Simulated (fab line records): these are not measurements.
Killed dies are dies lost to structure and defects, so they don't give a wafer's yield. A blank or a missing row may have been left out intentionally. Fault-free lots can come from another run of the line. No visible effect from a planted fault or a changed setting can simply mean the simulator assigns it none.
Comparing a struck lot with a sound one	flow n5 finfet	39 out of 1938 route steps
Sound: wafers L657.3, L657.5, L657.6. Struck: wafer L660.4 (left out: L660.1, a lot-mate that was not struck); the cause follows at the end.
Order at every step that has rows: each side's tool, ch and its chambers, its first start. Under that, the readings that differ: sound wafers	struck wafers	difference of the means	sigmas: that difference in standard deviations of wafers without a fault.
alike: words and numbers the same on both sides, and readings whose means are apart by under 2 such deviations; not compared: readings that were withheld, readings missing a value for some wafer, numbers with overlapping values and no deviation given by the record, and bounds like >300 which may hide the same value.
The two part at a step that has a row with sigmas, a row that says differs or no value, or rows on one side only. When numbers do not overlap yet have no deviation, they are printed without sigmas and do not part them. A reading that every wafer of one side lacks parts them only if that side has two wafers or more.

first, 9 steps without rows for these wafers: N5_BEOL_M12_SOFTBAKE_23 (time 60 s); N5_BEOL_M12_EXPOSE_25 (exposes mask M12); N5_BEOL_M12_PEB_26 (peb time 90 s); N5_BEOL_M12_DEVELOP_27 (develop time 45 s); N5_BEOL_M12_HARDBAKE_32 (time 120 s); N5_BEOL_M12_DESCUM_33 (chemistry O2, time 7.9 s); N5_BEOL_M12_ETCH_67 (etches SiARC in CF4, target depth 143 nm, time 238.3 s); N5_BEOL_M12_ETCH_68 (etches SOC in N2/H2, time 285 s); N5_BEOL_M12_STRIP_69 (strips in N2/H2).
N5_BEOL_M12_TRENCH_ETCH_34: etches SiOC in C4F8/O2/Ar, target depth 318.95 nm, time 125.5 s.
  sound on rie diel-01 ch 1,2,3, day 11 09:28; struck on rie diel-01 ch 2, day 11 23:34
reading	sound	struck	difference	sigmas
chamber pressure mTorr (mTorr)	30.00 29.97 30.00	30.05	+0.06	+2
model.etch.depth nm (nm)	307.5 310.8 317.1	265.6	-46.2	
  alike: C4F8_flow_sccm, drypump motor current A, oes product au, rf fwd power W, rf vpp V, showerhead plenum p Torr, throttle valve pct
  not compared: rf hours counter h
then, 1 step without rows for these wafers: N5_BEOL_M12_STRIP_70 (strips in C4F8/O2/Ar).
N5_BEOL_M12_OCD_MEAS_35:
  sound on ocd-01 at day 11 09:37; struck on ocd-01 at day 11 23:43
reading	sound	struck	difference	sigmas
trench depth nm (nm)	307 311 317	266	-46	-12
then, 11 steps without rows for these wafers: N5_BEOL_M12_STRIP_37 (strips in N2/H2); N5_BEOL_M12_ETCH_38 (etches SiCN in CF4/N2, target depth 68.7 nm, time 73.4 s); N5_BEOL_M12_PRECLEAN_39 (cleans in residue remover, time 60 s); N5_BEOL_M12_SRD_40 (time 30 s, dry time 30 s); N5_BEOL_M12_DEGAS_41 (time 60 s); N5_BEOL_M12_PRE_CLEAN_42 (time 30 s); N5_BEOL_M12_SPUTTER_43 (material TaN, target thk 15 nm, time 24.19 s); N5_BEOL_M12_SPUTTER_44 (material Ta, target thk 10 nm, time 16.13 s); N5_BEOL_M12_SPUTTER_45 (material Cu, target thk 80 nm, time 13.33 s); N5_BEOL_M12_ECD_47 (material Cu, target thk 720 nm); N5_BEOL_M12_ANNEAL_48 (time 90 s).
N5_BEOL_M12_CMP_49: polishes, stops on SiOC, t overpolish 20.6 s, target thk 320 nm.
  sound on cmp-03 ch 0,1,3, day 11 11:47; struck on cmp-04 ch 1, day 12 03:02
reading	sound	struck	difference	sigmas
model.Cu_of_BEOL_M12_ECD_47.thk nm (nm)	309 312 320.2	267.4	-46.3	
  alike: barrier field endpoint s, clearing platen down force psi, motor current A, overpolish run s
N5_BEOL_M12_THK_MEAS_50: measures by xrf.
  sound on film metro-01 at day 11 12:00; struck on film metro-01 at day 12 03:20
reading	sound	struck	difference	sigmas
M12_THK (nm)	299 301 311	260	-44	-10
then, 2 steps without rows for these wafers: N5_BEOL_M12_PRE_CLEAN_52 (time 15 s); N5_BEOL_M12_DEP_53 (deposits SiCN from 3MS/NH3, target thk 30 nm, time 10.5 s).
N5_BEOL_M12_RS_MEAS_54: measurement is done with a four-point probe.
  sound on film metro-01 at day 11 12:07; struck on film metro-01 at day 12 03:28
reading	sound	struck	difference	sigmas
M12_RS (ohm/sq)	0.0621 0.0615 0.0599	0.0725	+0.0113	+14
then, 9 steps without rows for these wafers: N5_BEOL_M13_ILD_DEP_00 (deposits SiOC from DEMS/O2, target thk 837.92 nm, time 166.4 s); N5_BEOL_M13_COAT_58 (time 60 s, resist thk 89 nm); N5_BEOL_M13_COAT_04 (resist thk 400 nm); N5_BEOL_M13_EBR_06; N5_BEOL_M13_SOFTBAKE_05 (time 60 s); N5_BEOL_M13_EXPOSE_07 (exposes mask V12); N5_BEOL_M13_PEB_08 (peb time 90 s); N5_BEOL_M13_DEVELOP_09 (develop time 45 s); N5_BEOL_M13_HARDBAKE_14 (time 120 s).
N5_BEOL_M15_RC_MEAS_101:
  sound on prober-01 ch 0, day 12 09:04; struck on prober-02 ch 0, day 13 08:53
reading	sound	struck	difference	sigmas
COMB_M8 (S/m)	3.1e-11 2.4e-11 2.8e-11	3.9e-11	+1.1e-11	+2
SERP_M12 (ohm/um)	0.665 0.665 0.630	0.748	+0.095	+6
SERP_M12_max_site (ohm/um)	0.672 0.681 0.642	0.758	+0.093	+5
  alike: COMB_M10, COMB_M11, COMB_M13, COMB_M14, COMB_M15, COMB_M5, COMB_M6, COMB_M7, COMB_M9, COMB_M9_max_site, SERP_M10, SERP_M11, SERP_M13, SERP_M14, SERP_M5, SERP_M5_max_site, SERP_M6, SERP_M6_max_site, SERP_M7, SERP_M8, SERP_M9
following that, these wafers have no rows for 1 step: N5_PASSIVATION_PROBE_49.

WHERE THEY PART
At N5_BEOL_M12_TRENCH_ETCH_34 first; at N5_BEOL_M15_RC_MEAS_101 last (within this record only).

WHY: what had been put in by the simulator
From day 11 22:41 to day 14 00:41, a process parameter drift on rie diel-01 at N5_BEOL_M12_TRENCH_ETCH_34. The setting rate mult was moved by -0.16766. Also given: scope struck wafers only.
